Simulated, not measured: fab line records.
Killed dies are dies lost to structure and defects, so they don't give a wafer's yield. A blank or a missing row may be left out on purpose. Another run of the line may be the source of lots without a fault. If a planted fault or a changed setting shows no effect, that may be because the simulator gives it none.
Matching of chambers | flow n5 finfet | N5_BEOL_M4_PECVD_72 on pecvd-01: 3 sister chambers
The step deposits SiO2 from TEOS/O2, target thk 16 nm, time 18 s. 14 wafers are shown with their chamber, then 7 later ones without.

EACH WAFER AND ITS CHAMBER
wafer  | chamber | throttle valve pct (%) | heater power w (W) | showerhead plenum p Torr (Torr)
L080.1 | 1       | 22.5                   | 884                | 8.83
L080.4 | 0       | 21.5                   | 631                | 8.75
L080.5 | 2       | 23.1                   | 669                | 8.86
L083.2 | 2       | 22.9                   | 629                | 8.85
L083.3 | 0       | 21.7                   | 670                | 8.74
L083.4 | 2       | 22.8                   | 619                | 8.83
L084.1 | 2       | 22.7                   | 704                | 8.84
L084.2 | 0       | 21.4                   | 648                | 8.73
L084.3 | 1       | 22.6                   | 870                | 8.84
L086.1 | 0       | 21.7                   | 598                | 8.74
L086.2 | 2       | 22.8                   | 633                | 8.86
L086.4 | 2       | 23.0                   | 635                | 8.85
L091.1 | 1       | 22.7                   | 907                | 8.81
L091.2 | 0       | 21.6                   | 662                | 8.75

SIGNATURES, as means of the wafers listed above
reading                  | chamber 0 | chamber 1 | chamber 2 | scatter within a chamber
throttle valve pct       | 21.580    | 22.600    | 22.883    | 0.134
heater power w           | 641.80    | 887.00    | 648.17    | 28.8
showerhead plenum p Torr | 8.7420    | 8.8267    | 8.8483    | 0.0114
Rule: a wafer lies at a distance from a chamber equal to the root of the sum of squares, over the readings, of (its reading less the chamber's mean, divided by the reading's scatter). The wafer belongs to the nearest chamber; if the next one is less than 2 further off, it can't be placed. The scatter: take each reading less its chamber's mean, square it, sum over the shown wafers, divide by the number of wafers less the number of chambers, and take the root.

WAFERS WITHOUT THEIR CHAMBER
wafer  | throttle valve pct (%) | heater power w (W) | showerhead plenum p Torr (Torr)
L091.6 | 22.7                   | 882                | 8.84
L093.2 | 21.7                   | 633                | 8.72
L093.5 | 22.5                   | 862                | 8.84
L093.6 | 22.0                   | 633                | 8.74
L097.1 | 22.6                   | 801                | 8.85
L097.2 | 21.7                   | 636                | 8.72
L097.5 | 21.5                   | 636                | 8.73

WHICH CHAMBER EACH WENT THROUGH
wafer  | from the rows above | in truth
L091.6 | 1                   | 1
L093.2 | 0                   | 0
L093.5 | 1                   | 1
L093.6 | 0                   | 0
L097.1 | 1                   | 1
L097.2 | 0                   | 0
L097.5 | 0                   | 0
7 of 7 placed correctly. Not placeable from these rows: 0. Wrongly placed: 0.
